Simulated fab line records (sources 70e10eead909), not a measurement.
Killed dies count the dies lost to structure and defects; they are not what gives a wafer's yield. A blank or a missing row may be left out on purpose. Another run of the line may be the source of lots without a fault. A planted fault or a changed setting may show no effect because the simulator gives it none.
Struck lot and sound lot, side by side -- flow nand harc -- 15 out of 1302 route steps
Sound: these wafers, L860.1, L860.2, L860.6. Struck: wafers L862.2, L862.6 (left out: L862.4, a lot-mate that was not struck); the cause follows at the end.
Per side, at each step with rows, come the tool, then ch with its chambers, and then its first start. Under that, the readings that differ: sound wafers -- struck wafers -- difference of the means -- sigmas: that difference in standard deviations of wafers without a fault.
alike: words and numbers the same on both sides, and readings whose means are apart by under 2 such deviations; not compared: readings that were withheld, readings missing a value for some wafer, numbers with overlapping values and no deviation given by the record, and bounds like >300 which may hide the same value.
The two part at a step that has a row with sigmas, a row that says differs or no value, or rows on one side only. Numbers that have no deviation but don't overlap get no sigmas and don't part them. A reading missing from all wafers of one side parts the sides only when that side holds two or more wafers.

first, 3 steps without rows for these wafers: NHARC_A_CHANNEL_HOLE_D1_STRIP_41 (strips in N2/H2); NHARC_A_CHANNEL_HOLE_D1_STRIP_42 (strips in CF4/CHF3); NHARC_A_CHANNEL_HOLE_D1_STRIP_43 (strips in O2/COS).
NHARC_A_CHANNEL_HOLE_D1_ETCH_44: etches the open film in CF4/O2, target depth 140 nm, overetch 14 nm, time 77 s.
  sound on rie diel-12 ch 0,1, day 13 06:30; struck on rie diel-05 ch 2,3, day 15 02:03
reading,sound,struck,difference,sigmas
rf vpp V (V),201.3 200.0 200.6,195.0 197.4,-4.4,-3
showerhead plenum p Torr (Torr),1.42 1.44 1.42,1.28 1.32,-0.13,-3
  alike: drypump motor current A, oes product au, throttle valve pct
  not compared: rf hours counter h
NHARC_A_CHANNEL_HOLE_D1_STRIP_27: strips in O2.
  sound on rie diel-12 ch 0,1,3; struck on rie diel-05 ch 0,2
  alike: drypump motor current A, oes product au, rf vpp V, showerhead plenum p Torr, throttle valve pct
  not compared: rf hours counter h
then, 2 steps without rows for these wafers: NHARC_A_CHANNEL_HOLE_D1_PRECLEAN_28 (cleans in SC1); NHARC_A_CHANNEL_HOLE_D1_SRD_29.
NHARC_A_CHANNEL_HOLE_D1_CD_MEAS_30:
  sound on cd sem-02, day 13 07:17; struck on cd sem-03, day 15 02:50
  alike: cd nm
NHARC_A_CHANNEL_HOLE_D1_XSEM_31:
  sound on xsem-01 ch 0, day 13 07:23; struck on xsem-02 ch 0, day 15 02:56
  alike: bot cd nm, bow nm, tilt deg
NHARC_A_CHANNEL_HOLE_D1_INSPECT_40:
  sound on defect inspect-01, day 13 07:28; struck on defect inspect-01, day 15 03:02
  alike: raw defect count
then, 2 steps without rows for these wafers: NHARC_A_CHANNEL_FILL_D1_PRECLEAN_00 (cleans in SC1); NHARC_A_CHANNEL_FILL_D1_SRD_01.
NHARC_A_CHANNEL_FILL_D1_ALD_02: deposits SiO2, target thk 6 nm, pulse time 10 s, ald cycles 60.
  sound on ald hk-02 ch 1,2, day 13 07:40; struck on ald hk-02 ch 3, day 15 03:17
reading,sound,struck,difference,sigmas
ald cycles,60 60 60,44 44,-16,
  alike: heater power w, precursor pulse height rel
NHARC_A_CHANNEL_FILL_D1_ALD_03: deposits SiNx, target thk 6 nm, pulse time 60 s, ald cycles 58.
  sound on ald sin batch-01 ch 0; struck on ald sin batch-01 ch 0
  alike: precursor pulse height rel
  not compared: ald cycles
next, for these wafers, 1 step has no rows: NHARC_END_SORT_01.

== WHERE THEY PART ==
NHARC_A_CHANNEL_HOLE_D1_ETCH_44 only, going by this record. Later steps at which nothing parts them and some readings are alike: NHARC_A_CHANNEL_HOLE_D1_STRIP_27, NHARC_A_CHANNEL_HOLE_D1_CD_MEAS_30, NHARC_A_CHANNEL_HOLE_D1_XSEM_31, NHARC_A_CHANNEL_HOLE_D1_INSPECT_40, NHARC_A_CHANNEL_FILL_D1_ALD_02, NHARC_A_CHANNEL_FILL_D1_ALD_03.

WHY: the cause the simulator had injected
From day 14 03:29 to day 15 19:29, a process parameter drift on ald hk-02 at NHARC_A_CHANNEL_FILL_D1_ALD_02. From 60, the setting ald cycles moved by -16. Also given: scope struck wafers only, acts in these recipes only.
